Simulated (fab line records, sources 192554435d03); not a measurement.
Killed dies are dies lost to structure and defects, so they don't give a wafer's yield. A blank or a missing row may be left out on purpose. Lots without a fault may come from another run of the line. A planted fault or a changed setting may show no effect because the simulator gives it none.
Problem report in the 8D (eight disciplines) form, filled by code | flow n5_finfet | the parts of the form that need people (team, actions taken, sign-off) are left out
Where a reading is given only as a bound, like >300, the bound stands for it, and a mean or a difference that rests on one is marked > or <: the true number lies beyond.

1. THE PROBLEM
raw_defect_count at N5_SD_EPI_N_INSPECT_26 reads a mean of 1572 on 6 wafers of 2 lots; wafers without a fault read 227 with a standard deviation of 44. That is +31 standard deviations from the usual mean.
The step: inspects for defects (darkfield).
First seen on wafer L363.1, day 5 18:50, on defect_inspect-01. The record holds 12 wafers of 4 lots with a number at this step. Rule for "out", or "out of limits": more than 4 standard deviations from the usual mean. The other wafers with a number count as sound.

2. WHAT IT IS AND WHAT IT IS NOT
question                    | is                                   | is not
which readings at this step | raw_defect_count                     | -
which lots                  | L363, L367                           | L356, L373
which wafers of those lots  | all that have a number               | -
read on which gauges        | defect_inspect-01, defect_inspect-02 | -
when                        | from day 5 18:50                     | up to then (3 sound wafers); but 3 sound wafers of L373 came after

3. SUSPECTS, AND WHAT RULES EACH OUT
Counting: a tool at a process step up to the reading stays a suspect if it ran every lot that is out and no sound lot after the first of them.
- the gauge at N5_SD_EPI_N_INSPECT_26: ruled out. The wafers that are out were read on 2 gauges (defect_inspect-01, defect_inspect-02).
- wet_bench-03 at N5_SD_EPI_N_WET_ETCH_43 (etches SiO2 in dHF, time 14 s, target depth 1.5 nm): kept. It ran every lot that is out, first L363 (day 5 14:47), and no sound lot after that; its last sound lot up to then is L356 (day 4 04:34).
Left after counting: wet_bench-03 at N5_SD_EPI_N_WET_ETCH_43.

4. THE CAUSE (what the simulator had put in)
Chamber particle source: wet_bench-03, from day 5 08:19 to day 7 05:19, at N5_SD_EPI_N_WET_ETCH_43. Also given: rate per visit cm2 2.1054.
Counting left only this tool.

5. THE CHAIN OF EFFECTS, in route order
Each row: a reading whose mean over the struck wafers that have a number lies more than 3 standard deviations from the usual. Only readings for which the record gives a usual standard deviation are gone through. hours: the time from each lot's start at the first step in this table that gives one to its start at this step, as a median over the lots. sigmas: the change in usual standard deviations.
hours | step                    | reading              | usual  | on struck wafers | change | sigmas
0     | N5_SD_EPI_N_INSPECT_26  | raw_defect_count     | 227    | 1572             | +1346  | +31
0     | N5_SD_EPI_P_INSPECT_11  | raw_defect_count     | 2.2    | >300             | >+298  | +99 or more
5     | N5_SD_EPI_P_INSPECT_26  | raw_defect_count     | 198    | 1549             | +1351  | +35
257   | N5_PASSIVATION_PROBE_49 | defect_limited_yield | 91.2 % | 77.9             | -13.3  | -9.5
257   | N5_PASSIVATION_PROBE_49 | killed_at_front_end  | 38     | 189              | +151   | +15
257   | N5_PASSIVATION_PROBE_49 | killed_dies          | 104    | 261              | +157   | +9.2
257   | N5_PASSIVATION_PROBE_49 | sort_bin_5_function  | 5.2 %  | 13.1             | +7.9   | +7.9
The process steps in it:
- N5_PASSIVATION_PROBE_49
Later measuring or inspecting steps at which every struck wafer that the step has a row for has a number for every such reading, and none has moved that far: N5_BEOL_M4_RC_MEAS_101.

6. WHAT WOULD HAVE CAUGHT IT SOONER
In this record the first reading out of limits at a measuring or inspecting step was taken at day 5 18:50, 11 hours after the fault began at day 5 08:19.
Of the lots that are out (2), L367 began N5_SD_EPI_N_WET_ETCH_43 on wet_bench-03 after day 5 18:50. A hold on the tool at that time would have spared it.
